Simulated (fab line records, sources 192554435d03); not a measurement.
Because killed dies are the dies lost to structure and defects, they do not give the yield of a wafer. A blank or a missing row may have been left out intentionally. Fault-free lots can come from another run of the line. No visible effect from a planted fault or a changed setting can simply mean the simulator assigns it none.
fab line records ; flow n5Finfet
[record] lots = 7; wafers = 21; lastDay = 17
route steps=1938 shown SDB@375 DUMMY_REMOVAL@377 HKMG_FIN@385 BEOL_M4@1111 PASSIVATION@1936
lots that met no fault: taken from a fault-free run of the same line
startH: hours from the record's first day to the start of the lot's first wafer shown ; waitH: hours since the lot's step before ; " unchanged from the row above ; L1.1+2: several wafers, shown together as one row ; - no value present, or no start provided ; * or withheld: withheld ; < > ~ a bound
route shown NAME@n: NAME is a module with steps in the file, n the number in the route of the first one ; usual: mean and standard deviation over wafers with no fault ; same: alike in all rows ; chamber/n: place in a boat ; sites: readings site by site ; _std_site: standard deviation across them ; _edge_site: outer sites' mean less inner sites' ; radiusMm: how far each site lies from the wafer's centre ; mask NAME#n: copy n ; behind: the most recent tool/chamber to have shaped the wafer ; hold: why the lot went on hold/how many hours it stayed there/how the hold came to an end ; device: whichever transistor did not switch (one of n, p or np) ; end of line: tests run on the same wafers once the route is complete ; for a step that has no rows: nothing shown but its recipe ; killed: dies that structure and defects cost at the first sort, which is not the same as the wafer's yield ; map: a wafer's dies, marking killed ones x, the rest . and places with no die _
set.NAME: the setting as run; set.NAME@STEP: as run at that earlier step ; model.NAME: the simulator's own value behind a step, which no gauge read
lots at some steps of the route; a table a step, a row a wafer
services: from which hour (startH, from the record's first day; less than 0 if before it) a tool's chamber was out of use, for how many hours, and why
[[steps]]
[step N5_SDB_THK_MEAS_31]
[recipe] reads = a-Si_of_DUMMY_GATE_CVD_03
[usual] SDB_THK = 63.9/1.2
lot.wafer;tool;chamber;startH;waitH;SDB_THK[nm]
L628.1;filmMetro-01;-;72.24;-;65.3
L628.3;filmMetro-01;-;72.24;-;64.0
L628.4;filmMetro-01;-;72.24;-;64.1
L631.3;filmMetro-01;-;88.64;-;62.3
L631.4;filmMetro-01;-;88.64;-;64.9
L631.6;filmMetro-01;-;88.64;-;63.6
L637.2;filmMetro-02;-;125.91;-;66.0
L637.5;filmMetro-02;-;125.91;-;64.7
L637.6;filmMetro-02;-;125.91;-;63.2
L639.2;filmMetro-02;-;138.58;-;65.1
L639.4;filmMetro-02;-;138.58;-;64.6
L639.5;filmMetro-02;-;138.58;-;64.0
L640.1;filmMetro-01;-;144.41;-;64.3
L640.2;filmMetro-01;-;144.41;-;61.8
L640.6;filmMetro-01;-;144.41;-;61.6
L646.1;filmMetro-02;-;177.23;-;62.9
L646.2;filmMetro-02;-;177.23;-;62.8
L646.3;filmMetro-02;-;177.23;-;61.9
L647.1;filmMetro-01;-;186.56;-;63.4
L647.3;filmMetro-01;-;186.56;-;64.2
L647.6;filmMetro-01;-;186.56;-;62.3
[step N5_SDB_INSPECT_36]
[recipe] inspectInstrument = darkfield; mode = postCmp
[usual] rawDefectCount = 34/13
lot.wafer;tool;chamber;startH;waitH;rawDefectCount
L628.1;defectInspect-01;-;72.27;0.0;44
L628.3;defectInspect-01;-;72.27;0.0;32
L628.4;defectInspect-01;-;72.27;0.0;46
L631.3;defectInspect-01;-;88.66;0.0;39
L631.4;defectInspect-01;-;88.66;0.0;21
L631.6;defectInspect-01;-;88.66;0.0;26
L637.2;defectInspect-02;-;125.93;0.0;19
L637.5;defectInspect-02;-;125.93;0.0;42
L637.6;defectInspect-02;-;125.93;0.0;37
L639.2;defectInspect-01;-;138.61;0.0;17
L639.4;defectInspect-01;-;138.61;0.0;15
L639.5;defectInspect-01;-;138.61;0.0;32
L640.1;defectInspect-01;-;144.44;0.0;16
L640.2;defectInspect-01;-;144.44;0.0;26
L640.6;defectInspect-01;-;144.44;0.0;31
L646.1;defectInspect-01;-;177.26;0.0;72
L646.2;defectInspect-01;-;177.26;0.0;58
L646.3;defectInspect-01;-;177.26;0.0;49
L647.1;defectInspect-01;-;186.59;0.0;39
L647.3;defectInspect-01;-;186.59;0.0;20
L647.6;defectInspect-01;-;186.59;0.0;35
[step N5_DUMMY_REMOVAL_HM_STRIP_01]
[recipe] chemistry = CH3F/O2; material = SiNx; targetDepthA = 40; stopOn = poly-Si; timeS = 6.8; overEtchFrac = 0.3; ionEnergyEv = 60; powerW = 410; biasW = 29; Ar_flow_sccm = 150; CH3F_flow_sccm = 30; O2_flow_sccm = 20
[usual] O2_flow_sccm = 20.01/0.061; drypumpMotorCurrentA = 5.9/0.42; mfcArSccm = 150.0/0.43; oesProductAu = 0.62/0.05; rfVppV = 127.7/0.99; showerheadPlenumPTorr = 2.04/0.056; throttleValvePct = 16.41/0.29
lot.wafer;tool;chamber;startH;waitH;O2_flow_sccm;drypumpMotorCurrentA;mfcArSccm;oesProductAu;rfHoursCounterH;rfVppV;showerheadPlenumPTorr;throttleValvePct
L628.1;rieDiel-04;2;72.30;0.0;19.93;6.4;149.4;0.57;203;128.3;2.06;16.62
L628.3;rieDiel-04;3;72.30;0.0;19.99;5.3;150.0;0.63;157;128.5;2.08;16.61
L628.4;rieDiel-04;2;72.30;0.0;20.02;6.4;150.1;0.56;-;128.5;2.06;16.62
L631.3;rieDiel-04;0;88.70;0.0;19.90;6.1;150.0;0.72;39;128.2;2.03;15.78
L631.4;rieDiel-04;3;88.70;0.0;19.98;5.3;150.2;0.62;161;128.3;2.08;16.61
L631.6;rieDiel-04;0;88.70;0.0;20.03;6.1;150.7;0.73;-;127.7;2.03;15.78
L637.2;rieDiel-04;1;125.96;0.0;19.96;6.3;149.9;0.62;126;127.4;2.11;16.38
L637.5;rieDiel-04;3;125.96;0.0;19.98;5.3;149.4;0.61;-;127.8;2.08;16.62
L637.6;rieDiel-04;0;125.96;0.0;19.98;6.1;149.7;0.71;-;128.5;2.03;15.80
L639.2;rieDiel-03;0;138.64;0.0;19.88;6.2;149.7;0.58;220;128.4;2.06;16.67
L639.4;rieDiel-03;3;138.64;0.0;20.04;6.3;150.8;0.57;-;129.3;2.05;16.31
L639.5;rieDiel-03;1;138.64;0.0;19.98;5.7;150.1;0.57;-;128.7;2.07;16.45
L640.1;rieDiel-04;3;144.47;0.0;20.07;5.3;150.3;0.62;176;127.9;2.08;16.63
L640.2;rieDiel-04;2;144.47;0.0;20.09;6.4;150.6;0.56;222;128.1;2.05;16.66
L640.6;rieDiel-04;1;144.47;0.0;20.01;6.3;150.3;0.62;-;128.2;2.11;16.40
L646.1;rieDiel-06;0;177.29;0.0;20.03;5.4;149.8;0.59;189;126.8;1.99;16.77
L646.2;rieDiel-06;1;177.29;0.0;19.97;5.3;149.9;0.62;138;126.7;2.02;16.40
L646.3;rieDiel-06;3;177.29;0.0;19.98;5.9;150.4;0.58;196;125.2;1.90;16.63
L647.1;rieDiel-04;3;186.62;0.0;19.99;5.3;150.1;0.59;189;129.3;2.07;16.67
L647.3;rieDiel-04;2;186.62;0.0;19.94;6.4;149.6;0.55;235;128.4;2.05;16.67
L647.6;rieDiel-04;0;186.62;0.0;20.05;6.1;149.8;0.69;-;127.8;2.02;15.84
[step N5_DUMMY_REMOVAL_STRIP_10]
[recipe] chemistry = N2/H2; timeS = 40; powerW = 100; tempC = 40; pressureMtorr = 100; rfFrequencyHz = 6e+07; biasPowerW = 3; n2FlowSccm = 300; h2FlowSccm = 300
[usual] biasPowerW = 3.000/0.0077; drypumpMotorCurrentA = 5.9/0.42; oesProductAu = 0.76/0.061; rfVppV = 45.4/0.87; showerheadPlenumPTorr = 3.44/0.085; throttleValvePct = 12.28/0.29
lot.wafer;tool;chamber;startH;waitH;biasPowerW;drypumpMotorCurrentA;oesProductAu;rfHoursCounterH;rfVppV;showerheadPlenumPTorr;throttleValvePct
L628.1;rieDiel-04;2;72.34;0.0;3.009;6.4;0.70;203;47.0;3.50;12.57
L628.3;rieDiel-04;3;72.34;0.0;3.000;5.3;0.76;157;43.1;3.51;12.51
L628.4;rieDiel-04;2;72.34;0.0;3.000;6.5;0.71;-;46.3;3.50;12.55
L631.3;rieDiel-04;0;88.73;0.0;3.002;6.1;0.89;39;45.9;3.45;11.76
L631.4;rieDiel-04;3;88.73;0.0;2.994;5.4;0.76;161;44.0;3.51;12.50
L631.6;rieDiel-04;0;88.73;0.0;2.990;6.1;0.89;-;45.3;3.45;11.78
L637.2;rieDiel-04;1;126.00;0.0;2.985;6.4;0.76;126;45.3;3.51;12.07
L637.5;rieDiel-04;3;126.00;0.0;3.003;5.3;0.76;-;45.5;3.51;12.55
L637.6;rieDiel-04;0;126.00;0.0;2.997;6.1;0.88;-;44.3;3.45;11.79
L639.2;rieDiel-03;0;138.68;0.0;2.997;6.2;0.70;220;45.9;3.48;12.59
L639.4;rieDiel-03;3;138.68;0.0;2.996;6.3;0.67;-;44.2;3.46;12.32
L639.5;rieDiel-03;1;138.68;0.0;3.003;5.7;0.72;-;44.1;3.51;12.43
L640.1;rieDiel-04;3;144.50;0.0;2.997;5.4;0.75;176;44.7;3.50;12.55
L640.2;rieDiel-04;2;144.50;0.0;2.994;6.4;0.70;222;47.0;3.48;12.59
L640.6;rieDiel-04;1;144.50;0.0;2.990;6.3;0.76;-;46.7;3.51;12.08
L646.1;rieDiel-06;0;177.32;0.0;3.015;5.4;0.71;189;45.8;3.34;12.56
L646.2;rieDiel-06;1;177.32;0.0;3.003;5.3;0.76;138;43.8;3.39;12.30
L646.3;rieDiel-06;3;177.32;0.0;3.003;6.0;0.71;196;44.1;3.23;12.52
L647.1;rieDiel-04;3;186.66;0.0;3.006;5.4;0.74;189;46.0;3.50;12.59
L647.3;rieDiel-04;2;186.66;0.0;3.011;6.5;0.68;235;45.7;3.48;12.64
L647.6;rieDiel-04;0;186.66;0.0;2.991;6.1;0.86;-;45.3;3.44;11.84
[step N5_DUMMY_REMOVAL_PRECLEAN_07]
[recipe] chemistry = dHF; timeS = 30; tempC = 25; dilution = withheld
[step N5_DUMMY_REMOVAL_DUMMY_REMOVE_02]
[recipe] chemistry = TMAH; tempC = 70; target = poly-Si; stopOn = SiO2; targetDepthNm = 142; concWtPct = 5; timeS = 57; dry = ipaMarangoni; rinseTimeS = 30; rinseTempC = 23
[step N5_DUMMY_REMOVAL_INSPECT_06]
[recipe] inspectInstrument = brightfield; mode = aei
[usual] rawDefectCount = 13/6.8
lot.wafer;tool;chamber;startH;waitH;rawDefectCount
L628.1;defectInspect-01;-;72.50;0.0;21
L628.3;defectInspect-01;-;72.50;0.0;15
L628.4;defectInspect-01;-;72.50;0.0;18
L631.3;defectInspect-02;-;88.89;0.0;11
L631.4;defectInspect-02;-;88.89;0.0;24
L631.6;defectInspect-02;-;88.89;0.0;12
L637.2;defectInspect-01;-;126.16;0.0;3
L637.5;defectInspect-01;-;126.16;0.0;6
L637.6;defectInspect-01;-;126.16;0.0;10
L639.2;defectInspect-01;-;138.84;0.0;6
L639.4;defectInspect-01;-;138.84;0.0;8
L639.5;defectInspect-01;-;138.84;0.0;5
L640.1;defectInspect-02;-;144.67;0.0;10
L640.2;defectInspect-02;-;144.67;0.0;11
L640.6;defectInspect-02;-;144.67;0.0;14
L646.1;defectInspect-02;-;177.49;0.0;4
L646.2;defectInspect-02;-;177.49;0.0;12
L646.3;defectInspect-02;-;177.49;0.0;7
L647.1;defectInspect-01;-;186.82;0.0;23
L647.3;defectInspect-01;-;186.82;0.0;6
L647.6;defectInspect-01;-;186.82;0.0;14
[step N5_DUMMY_REMOVAL_PRECLEAN_08]
[recipe] chemistry = NF3:NH3; afsCycles = 2; tempC = 30; timeS = 20; sublimationTempC = 180; sublimationTimeS = 60; pressureTorr = 3; rfPowerW = 30
[step N5_DUMMY_REMOVAL_PRECLEAN_04]
[recipe] chemistry = DHF; timeS = 37; tempC = 25; dilution = 500:1
[step N5_DUMMY_REMOVAL_SRD_05]
[recipe] dry = ipaMarangoni; doPpb = 5; timeS = 30; tempC = 23; rinseLiquid = diw
[step N5_HKMG_FIN_IL_REGROW_00]
[recipe] material = SiO2; targetThkA = 7.5; chemistry = O3; tempC = withheld; timeS = 30
[step N5_HKMG_FIN_HK_ALD_01]
[recipe] material = HfO2; targetThkA = 16; tempC = withheld; aldPrecursorFamily = HfCl4; aldCoReactant = H2O; pulseTimeS = 3; purgeTimeS = 3; coReactantPurgeTimeS = 2.5; coReactantPulseTimeS = 0.3; aldCycles = 30
[usual] precursorPulseHeightRel = 1.001/0.019
[same] aldCycles = 30; pulseTimeS = 3
lot.wafer;tool;chamber;startH;waitH;precursorPulseHeightRel
L628.1;aldHk-03;0;72.85;0.0;0.974
L628.3;aldHk-03;2;72.85;0.0;0.995
L628.4;aldHk-03;3;72.85;0.0;0.987
L631.3;aldHk-01;3;89.25;0.0;1.030
L631.4;aldHk-01;2;89.25;0.0;1.005
L631.6;aldHk-01;0;89.25;0.0;1.002
L637.2;aldHk-03;3;126.55;0.0;0.992
L637.5;aldHk-03;3;126.55;0.0;0.988
L637.6;aldHk-03;0;126.55;0.0;1.034
L639.2;aldHk-01;3;139.23;0.0;1.019
L639.4;aldHk-01;1;139.23;0.0;1.034
L639.5;aldHk-01;1;139.23;0.0;1.014
L640.1;aldHk-03;1;145.06;0.0;1.027
L640.2;aldHk-03;3;145.06;0.0;1.034
L640.6;aldHk-03;0;145.06;0.0;1.002
L646.1;aldHk-02;0;177.85;0.0;1.018
L646.2;aldHk-02;3;177.85;0.0;1.004
L646.3;aldHk-02;2;177.85;0.0;1.015
L647.1;aldHk-01;3;187.18;0.0;0.986
L647.3;aldHk-01;2;187.18;0.0;0.992
L647.6;aldHk-01;3;187.18;0.0;0.995
[step N5_HKMG_FIN_HK_ANNEAL_02]
[recipe] tempC = 700; timeS = 30; ambient = N2; idleTempC = 600; rampUpCPerS = 150; rampDownCPerS = 60; coolToC = 600
[usual] lampPowerPct = 8.80/0.054; lamp_zone_1_pct = 8.795/0.011; lamp_zone_2_pct = 8.797/0.012; lamp_zone_3_pct = 8.797/0.011; lamp_zone_4_pct = 8.796/0.01; lamp_zone_5_pct = 8.798/0.011; lamp_zone_6_pct = 8.725/0.011; lamp_zone_7_pct = 9.193/0.0099; wafer_temp_C_max = 703.0/0.66
lot.wafer;tool;chamber;startH;waitH;lampPowerPct;lamp_zone_1_pct;lamp_zone_2_pct;lamp_zone_3_pct;lamp_zone_4_pct;lamp_zone_5_pct;lamp_zone_6_pct;lamp_zone_7_pct;wafer_temp_C_max
L628.1;rtpAnneal-01;0;73.04;0.1;8.75;8.797;8.783;8.800;8.792;8.802;8.719;9.188;703.6
L628.3;rtpAnneal-01;0;73.04;0.1;8.78;8.788;8.795;8.790;8.795;8.795;8.732;9.191;701.7
L628.4;rtpAnneal-01;0;73.04;0.1;8.70;8.801;8.798;8.792;8.803;8.800;8.739;9.192;702.4
L631.3;rtpAnneal-01;0;89.50;0.2;8.72;8.782;8.803;8.782;8.783;8.803;8.713;9.171;701.7
L631.4;rtpAnneal-01;0;89.50;0.2;8.84;8.801;8.792;8.801;8.799;8.800;8.719;9.194;703.2
L631.6;rtpAnneal-01;0;89.50;0.2;8.87;8.802;8.800;8.807;8.802;8.803;8.728;9.203;701.9
L637.2;rtpAnneal-01;0;126.77;0.1;8.32;8.341;8.350;8.319;8.358;8.341;8.270;8.732;703.2
L637.5;rtpAnneal-01;0;126.77;0.1;8.38;8.335;8.343;8.326;8.330;8.361;8.288;8.732;702.2
L637.6;rtpAnneal-01;0;126.77;0.1;8.38;8.346;8.332;8.332;8.358;8.353;8.275;8.711;702.0
L639.2;rtpAnneal-01;0;139.52;0.2;8.36;8.350;8.324;8.349;8.355;8.326;8.274;8.714;703.0
L639.4;rtpAnneal-01;0;139.52;0.2;8.39;8.357;8.339;8.327;8.341;8.339;8.273;8.740;701.7
L639.5;rtpAnneal-01;0;139.52;0.2;8.39;8.345;8.356;8.337;8.333;8.352;8.275;8.718;703.3
L640.1;rtpAnneal-01;0;145.25;0.1;8.30;8.347;8.321;8.336;8.338;8.353;8.296;8.715;704.0
L640.2;rtpAnneal-01;0;145.25;0.1;8.29;8.362;8.355;8.348;8.355;8.318;8.277;8.721;702.7
L640.6;rtpAnneal-01;0;145.25;0.1;8.42;8.342;8.340;8.342;8.351;8.353;8.287;8.728;703.1
L646.1;rtpAnneal-02;0;178.04;0.1;8.73;8.785;8.786;8.795;8.801;8.798;8.725;9.183;702.4
L646.2;rtpAnneal-02;0;178.04;0.1;8.84;8.778;8.788;8.786;8.788;8.789;8.733;9.208;702.7
L646.3;rtpAnneal-02;0;178.04;0.1;8.91;8.802;8.812;8.809;8.786;8.785;8.715;9.181;703.7
L647.1;rtpAnneal-02;0;187.36;0.1;8.77;8.807;8.775;8.799;8.794;8.808;8.726;9.200;702.9
L647.3;rtpAnneal-02;0;187.36;0.1;8.82;8.825;8.789;8.807;8.783;8.773;8.730;9.185;703.9
L647.6;rtpAnneal-02;0;187.36;0.1;8.79;8.783;8.812;8.792;8.811;8.807;8.739;9.188;703.5
[step N5_HKMG_FIN_ALD_74]
[recipe] material = La2O3; targetThkA = 5; tempC = 250; aldPrecursorFamily = La-Cp; aldCoReactant = O3; pulseTimeS = 6; coReactantPulseTimeS = 1; purgeTimeS = 3; coReactantPurgeTimeS = 3
[usual] heaterPowerW = 341/31; precursorPulseHeightRel = 0.999/0.023
[same] pulseTimeS = 6
lot.wafer;tool;chamber;startH;waitH;heaterPowerW;precursorPulseHeightRel
L628.1;aldHk-02;1;73.26;0.2;334;0.992
L628.3;aldHk-02;0;73.26;0.2;345;0.974
L628.4;aldHk-02;3;73.26;0.2;352;0.970
L631.3;aldHk-03;2;89.66;0.1;379;1.017
L631.4;aldHk-03;1;89.66;0.1;278;0.977
L631.6;aldHk-03;1;89.66;0.1;276;1.016
L637.2;aldHk-01;1;126.95;0.2;362;0.979
L637.5;aldHk-01;3;126.95;0.2;312;1.028
L637.6;aldHk-01;2;126.95;0.2;384;1.032
L639.2;aldHk-02;0;139.71;0.2;339;1.022
L639.4;aldHk-02;1;139.71;0.2;340;1.022
L639.5;aldHk-02;0;139.71;0.2;335;1.064
L640.1;aldHk-01;1;145.47;0.2;357;1.000
L640.2;aldHk-01;0;145.47;0.2;299;1.021
L640.6;aldHk-01;2;145.47;0.2;374;0.977
L646.1;aldHk-03;1;178.25;0.2;278;0.978
L646.2;aldHk-03;0;178.25;0.2;327;1.012
L646.3;aldHk-03;3;178.25;0.2;356;1.003
L647.1;aldHk-02;3;187.58;0.2;359;1.009
L647.3;aldHk-02;1;187.58;0.2;339;1.037
L647.6;aldHk-02;3;187.58;0.2;346;1.000
[step N5_BEOL_M4_RC_MEAS_101]
[usual] DIBL_N = 36.3/1.8; DIBL_P = 36.5/2.1; IOFF_N = 0.16/0.031; IOFF_P = 0.22/0.038; ION_N = 677/12; ION_P = 466/7.8; SS_N = 71.5/0.61; SS_P = 73.2/0.7; VT_N = 249/3; VT_P = -248.9/3
lot.wafer;tool;chamber;startH;waitH;DIBL_N[mV/V];DIBL_P[mV/V];IOFF_N[nA/um];IOFF_P[nA/um];ION_N[uA/um];ION_P[uA/um];SS_N[mV/dec];SS_P[mV/dec];VT_N[mV];VT_P[mV]
L628.1;prober-02;0;186.88;0.9;35.9;36.5;0.16;0.23;672;460;70.9;74.1;249;-249.1
L628.3;prober-02;0;186.88;0.9;38.9;40.9;0.23;0.33;696;483;72.4;74.7;244;-244.1
L628.4;prober-02;0;186.88;0.9;36.7;37.5;0.17;0.26;692;476;71.4;72.5;248;-247.7
L631.3;prober-02;0;201.48;1.1;38.6;39.4;0.19;0.24;676;460;72.7;73.6;246;-248.4
L631.4;prober-02;0;201.48;1.1;34.9;34.6;0.12;0.17;667;461;72.1;72.9;255;-252.3
L631.6;prober-02;0;201.48;1.1;39.2;39.7;0.21;0.24;674;455;72.3;74.1;249;-247.5
L637.2;prober-02;0;234.46;0.2;35.8;36.4;0.17;0.23;678;469;71.8;74.2;247;-247.0
L637.5;prober-02;0;234.46;0.2;33.3;33.7;0.13;0.18;668;463;71.0;73.3;253;-250.4
L637.6;prober-02;0;234.46;0.2;35.4;37.0;0.16;0.24;668;466;72.1;73.3;248;-243.8
L639.2;prober-02;0;248.87;0.2;36.1;35.3;0.17;0.22;698;473;71.0;73.7;247;-249.8
L639.4;prober-02;0;248.87;0.2;36.5;35.4;0.18;0.22;686;470;71.3;73.4;247;-248.6
L639.5;prober-02;0;248.87;0.2;33.4;31.8;0.12;0.18;670;465;70.5;72.2;252;-247.3
L640.1;prober-01;0;248.99;0.0;34.5;33.9;0.12;0.18;667;458;71.1;72.5;255;-251.8
L640.2;prober-01;0;248.99;0.0;36.3;35.7;0.14;0.22;678;469;71.6;73.3;251;-247.9
L640.6;prober-01;0;248.99;0.0;36.3;36.9;0.14;0.23;677;467;71.5;73.6;252;-249.3
L646.1;prober-02;0;281.12;0.0;34.7;34.4;0.14;0.19;663;455;70.9;72.5;252;-250.7
L646.2;prober-02;0;281.12;0.0;34.6;35.3;0.15;0.20;673;465;71.3;72.4;249;-251.3
L646.3;prober-02;0;281.12;0.0;35.9;36.2;0.16;0.21;670;459;71.9;72.8;251;-249.7
L647.1;prober-01;0;284.31;0.0;34.4;34.3;0.12;0.17;670;462;70.5;73.1;252;-252.8
L647.3;prober-01;0;284.31;0.0;35.2;34.1;0.13;0.16;652;453;71.4;72.8;254;-252.9
L647.6;prober-01;0;284.31;0.0;35.4;34.5;0.12;0.17;648;450;72.2;73.5;254;-254.7
[step N5_PASSIVATION_PROBE_49]
[usual] defectLimitedYield = 91.2/1.5; killed_at_M0_to_M3 = 33/9.6; killed_at_M4_up = 14/5.6; killedAtContacts = 14/5.5; killedAtFrontEnd = 40/13; killedAtOther = 4/3; killedDies = 104/17; killedOpen = 68/13; killedShort = 33/7.2; sort_bin_5_function = 5.2/0.95; sort_bin_6_memory = 3.3/0.62; sort_bin_8_speed = 0.00/0.012; sortNPass = 1076/17; sortYieldPct = 91.2/1.5
[same] grossDies = 1180; killedAtBackSide = 0; sort_bin_4_leakage[%] = 0
lot.wafer;tool;chamber;startH;waitH;defectLimitedYield[%];killed_at_M0_to_M3;killed_at_M4_up;killedAtContacts;killedAtFrontEnd;killedAtOther;killedDies;killedOpen;killedShort;sort_bin_5_function[%];sort_bin_6_memory[%];sort_bin_8_speed[%];sortNPass;sortYieldPct[%]
L647.1;prober-01;-;400.07;0.0;88.8;36;18;15;62;1;132;82;45;6.5;4.3;0;1048;88.8
L647.3;prober-01;-;400.17;0.1;90.8;40;15;13;40;0;108;72;34;5.6;3.2;0;1072;90.8
L647.6;prober-01;-;400.32;0.3;93.1;28;8;6;37;3;82;52;29;4.0;2.8;0;1098;93.1
// killed by level:class
L647.1 FIN_SAQP:geometricParticle:open=19 MOL_CONTACT_COAG:geometricParticle:open=11 FIN_SAQP:geometricParticle:short=10 STI_FIN_REVEAL:geometricParticle:open=9 BEOL_M2:geometricParticle:open=8 BEOL_M0_SAQP:geometricParticle:open=7 BEOL_M0_SAQP:geometricParticle:short=6 DUMMY_GATE:geometricParticle:open=5
L647.3 FIN_SAQP:geometricParticle:open=12 MOL_CONTACT_COAG:geometricParticle:open=10 BEOL_M2:geometricParticle:open=10 BEOL_M4:geometricParticle:open=10 FIN_SAQP:geometricParticle:short=9 BEOL_M0_SAQP:geometricParticle:short=8 BEOL_M3:geometricParticle:open=8 BEOL_M0_SAQP:geometricParticle:open=5
L647.6 DUMMY_GATE:geometricParticle:open=8 STI_FIN_REVEAL:geometricParticle:open=7 BEOL_M2:geometricParticle:open=7 FIN_SAQP:geometricParticle:open=6 BEOL_M0_SAQP:geometricParticle:short=6 FIN_SAQP:geometricParticle:short=5 MOL_CONTACT_COAG:geometricParticle:open=5 DUMMY_GATE:geometricParticle:short=4
[[services]]
tool;chamber;startH;hours;kind
rieDiel-06;2;61.78;5.3;repair
rieDiel-04;0;63.01;9.9;repair
aldHk-03;-;70.48;1.6;repair
rieDiel-04;1;73.95;1.3;repair
aldHk-02;-;82.54;2.7;repair
rieDiel-03;2;91.92;5.7;repair
rieDiel-03;2;104.37;62.3;repair
aldHk-03;-;105.35;8.7;pm
rieDiel-04;-;122.71;2.8;pm
rieDiel-03;3;166.76;-;clean
rieDiel-03;3;166.76;-;consumableReplace:focusRing
rieDiel-03;3;166.76;20.0;scheduledDown
rieDiel-03;3;166.76;20.0;ventCycle
[[key]]
[firstSign] step = N5_HKMG_FIN_HK_ANNEAL_02; reading = lamp_zone_7_pct; direction = down; sigmas = 48; usual = *; struck = *
[effect] step = N5_HKMG_FIN_HK_ANNEAL_02; reading = lamp_zone_4_pct; direction = down; sigmas = 44; usual = *; struck = *
metAt N5_HKMG_FIN_HK_ANNEAL_02
struckWafers L637.2,L637.5,L637.6,L639.2,L639.4,L639.5,L640.1,L640.2,L640.6
onsetBetween 89.50 126.77
[fault] kind = processParameterDrift; tool = rtpAnneal-01; chamber = -; onsetH = 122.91; steps = N5_HKMG_FIN_HK_ANNEAL_02; channel = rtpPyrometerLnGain; offset = 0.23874; shape = step; endH = 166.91
